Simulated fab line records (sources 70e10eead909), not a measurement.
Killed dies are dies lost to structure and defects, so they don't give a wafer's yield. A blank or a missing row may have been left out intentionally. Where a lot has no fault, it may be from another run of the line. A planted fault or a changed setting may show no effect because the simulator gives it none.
Which tool did it? -- flow nand-harc -- 33 wafers from 11 lots sampled at 5 of the route's 1159 steps

## WHAT THE GAUGES READ, wafer by wafer
NHARC_END_SORT_01.
lot,measured,on,killed-at-array
L198,day 24 00:22,prober-01,318 403 27

## WHAT TOOL EACH LOT RAN ON (gives the tool, then ch and the chambers of the sampled wafers, and finally the start)
lot,NHARC_A_STAIRCASE_DESCUM_11,NHARC_A_STAIRCASE_ETCH_21,NHARC_A_STAIRCASE_TRIM_22,NHARC_A_STAIRCASE_TRIM_26
L183,"rie-diel-02 ch 0,1,2, day 11 06:46","rie-diel-05 ch 0,1,2, day 11 08:13","rie-diel-05 ch 0,3, no start","rie-diel-05 ch 0,1,3, no start"
L185,"rie-diel-05 ch 0,1,2, day 11 10:22","rie-diel-12 ch 1,2,3, day 11 12:14","rie-diel-12 ch 0,2,3, no start","rie-diel-12 ch 0,1,3, no start"
L184,"rie-diel-12 ch 1,2,3, day 11 10:54","rie-diel-12 ch 0,1,2, day 11 12:19","rie-diel-12 ch 0,3, no start","rie-diel-12 ch 2,3, no start"
L187,"rie-diel-05 ch 0,2,3, day 12 13:33","rie-diel-05 ch 0,1,2, day 12 14:57","rie-diel-05 ch 1,2,3, no start","rie-diel-05 ch 0,2,3, no start"
L190,"rie-diel-02 ch 1,2, day 12 19:51","rie-diel-05 ch 0,2,3, day 12 22:35","rie-diel-05 ch 1,2, no start","rie-diel-05 ch 0,2,3, no start"
L191,"rie-diel-12 ch 1,2,3, day 13 04:59","rie-diel-12 ch 1,2,3, day 13 06:29","rie-diel-12 ch 0,2,3, no start","rie-diel-12 ch 1,2,3, no start"
L198,"rie-diel-12 ch 0,1, day 14 17:17","rie-diel-05 ch 0,3, day 14 19:09","rie-diel-05 ch 2,3, day 24 00:22 or earlier","rie-diel-05 ch 1,2,3, day 24 00:22 or earlier"
L197,"rie-diel-12 ch 1,2,3, day 14 17:34","rie-diel-12 ch 0,1,3, day 14 19:17","rie-diel-12 ch 0,1,3, no start","rie-diel-12 ch 1,2,3, no start"
L202,"rie-diel-02 ch 0,1,3, day 15 06:21","rie-diel-02 ch 0,1,2, day 15 08:00","rie-diel-02 ch 0,1,3, no start","rie-diel-02 ch 1,2, no start"
L199,"rie-diel-12 ch 0,1,3, day 15 06:25","rie-diel-12 ch 0,1,3, day 15 08:28","rie-diel-12 ch 1,3, no start","rie-diel-12 ch 1,3, no start"
L200,"rie-diel-12 ch 0,1,3, day 15 09:20","rie-diel-12 ch 0,1, day 15 10:52","rie-diel-12 ch 0,1, no start","rie-diel-12 ch 0,3, no start"
- NHARC_A_STAIRCASE_DESCUM_11: chemistry O2, time 3 s.
- NHARC_A_STAIRCASE_ETCH_21: etches the open film in C4F8/O2, target depth 100 nm, time 40.5 s.
- NHARC_A_STAIRCASE_TRIM_22: chemistry O2, time 211.2 s.
- NHARC_A_STAIRCASE_TRIM_26: chemistry O2, time 211.2 s.

## THE ANSWER, worked out from the rows above alone
Rule: the usual values come from the lots themselves. Put in order of their means at a reading, lots are off if they are a third of the lots or fewer, leave a main group of 4 or more, and stand apart from it by a gap of 3 or more times the standard deviation of the main group's means; of several such gaps the widest counts. The tables above print the reading to a certain number of digits; a main group whose means all agree to those digits is not used. A lot without any number at a reading at which 4 lots or more have one is off too. Any other lot the step has rows for is counted as sound.
No lot is off at any reading shown: from this, nothing can be told.

## WHAT HAD BEEN PUT IN BY THE SIMULATOR
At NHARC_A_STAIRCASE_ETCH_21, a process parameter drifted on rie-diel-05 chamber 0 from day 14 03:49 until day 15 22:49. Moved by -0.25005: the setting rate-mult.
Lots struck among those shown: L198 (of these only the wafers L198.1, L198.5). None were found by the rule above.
